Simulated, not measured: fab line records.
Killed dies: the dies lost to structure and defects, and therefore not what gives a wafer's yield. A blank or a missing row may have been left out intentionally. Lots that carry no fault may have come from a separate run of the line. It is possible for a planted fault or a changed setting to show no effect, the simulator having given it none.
Chamber matching | flow nand_harc | 4 sister chambers for NHARC_P_CONTACT_ETCH_35 on rie_diel-10
The step etches the open film in CF4, target depth 39 nm, time 65 s. 24 wafers are shown with their chamber, then 12 later ones without.

== WAFERS PAIRED WITH THEIR CHAMBERS ==
wafer  | chamber | drypump_motor_current_A (A) | rf_vpp_V (V) | oes_product_au (a.u.)
L074.3 | 0       | 6.4                         | 151.8        | 1.002
L074.4 | 0       | 6.5                         | 149.7        | 0.998
L074.5 | 0       | 6.4                         | 151.2        | 1.001
L076.1 | 1       | 5.9                         | 150.9        | 0.993
L076.4 | 2       | 5.6                         | 149.5        | 0.999
L076.5 | 0       | 6.5                         | 151.6        | 0.998
L078.1 | 1       | 5.9                         | 149.9        | 1.006
L078.2 | 2       | 5.6                         | 150.9        | 1.000
L078.5 | 0       | 6.4                         | 152.1        | 0.991
L080.4 | 0       | 6.5                         | 151.3        | 0.995
L080.5 | 2       | 5.6                         | 150.6        | 1.003
L080.6 | 1       | 5.9                         | 150.5        | 1.004
L082.1 | 1       | 5.9                         | 149.3        | 0.994
L082.2 | 2       | 5.6                         | 151.7        | 0.990
L082.4 | 0       | 6.4                         | 151.6        | 0.992
L084.2 | 2       | 5.6                         | 150.6        | 1.007
L084.5 | 3       | 5.2                         | 150.1        | 1.000
L084.6 | 2       | 5.6                         | 151.9        | 1.004
L088.2 | 0       | 6.5                         | 151.9        | 1.000
L088.3 | 2       | 5.6                         | 151.2        | 1.011
L088.6 | 2       | 5.6                         | 149.5        | 1.008
L090.1 | 3       | 5.2                         | 149.8        | 1.004
L090.2 | 1       | 5.9                         | 151.8        | 1.003
L090.3 | 0       | 6.5                         | 151.7        | 1.008

SIGNATURES (averages over the wafers above)
reading                 | chamber 0 | chamber 1 | chamber 2 | chamber 3 | scatter within a chamber
drypump_motor_current_A | 6.456     | 5.900     | 5.600     | 5.200     | 0.0333
rf_vpp_V                | 151.433   | 150.480   | 150.738   | 149.950   | 0.816
oes_product_au          | 0.99833   | 1.00000   | 1.00275   | 1.00200   | 0.00581
Rule: a wafer's distance from a chamber is the root of the sum, over the readings, of the square of ((its reading less the chamber's mean) divided by the reading's scatter). The wafer belongs to the nearest chamber; if the next one is less than 2 further off, it can't be placed. How the scatter is found: for the shown wafers, subtract from each reading the mean of its chamber, square and add these, divide the total by (wafers less chambers), then take the root.

== WAFERS WITHOUT THEIR CHAMBER ==
wafer  | drypump_motor_current_A (A) | rf_vpp_V (V) | oes_product_au (a.u.)
L092.1 | 5.2                         | 151.9        | 1.007
L092.2 | 6.5                         | 151.7        | 1.002
L092.4 | 5.6                         | 151.2        | 1.009
L093.4 | 5.2                         | 151.3        | 1.011
L093.5 | 6.4                         | 149.2        | 0.996
L093.6 | 5.2                         | 150.2        | 1.003
L096.1 | 6.4                         | 152.1        | 0.994
L096.2 | 5.9                         | 151.2        | 1.003
L096.5 | 5.2                         | 150.1        | 1.007
L097.1 | 5.9                         | 150.8        | 0.998
L097.3 | 5.6                         | 150.7        | 0.997
L097.4 | 5.2                         | 148.7        | 0.999

== THE CHAMBER EACH PASSED THROUGH ==
wafer  | from the rows above | in truth
L092.1 | 3                   | 3
L092.2 | 0                   | 0
L092.4 | 2                   | 2
L093.4 | 3                   | 3
L093.5 | 0                   | 0
L093.6 | 3                   | 3
L096.1 | 0                   | 0
L096.2 | 1                   | 1
L096.5 | 3                   | 3
L097.1 | 1                   | 1
L097.3 | 2                   | 2
L097.4 | 3                   | 3
Correctly placed: 12 of 12. Not placeable from these rows: 0. Number placed wrongly: 0.
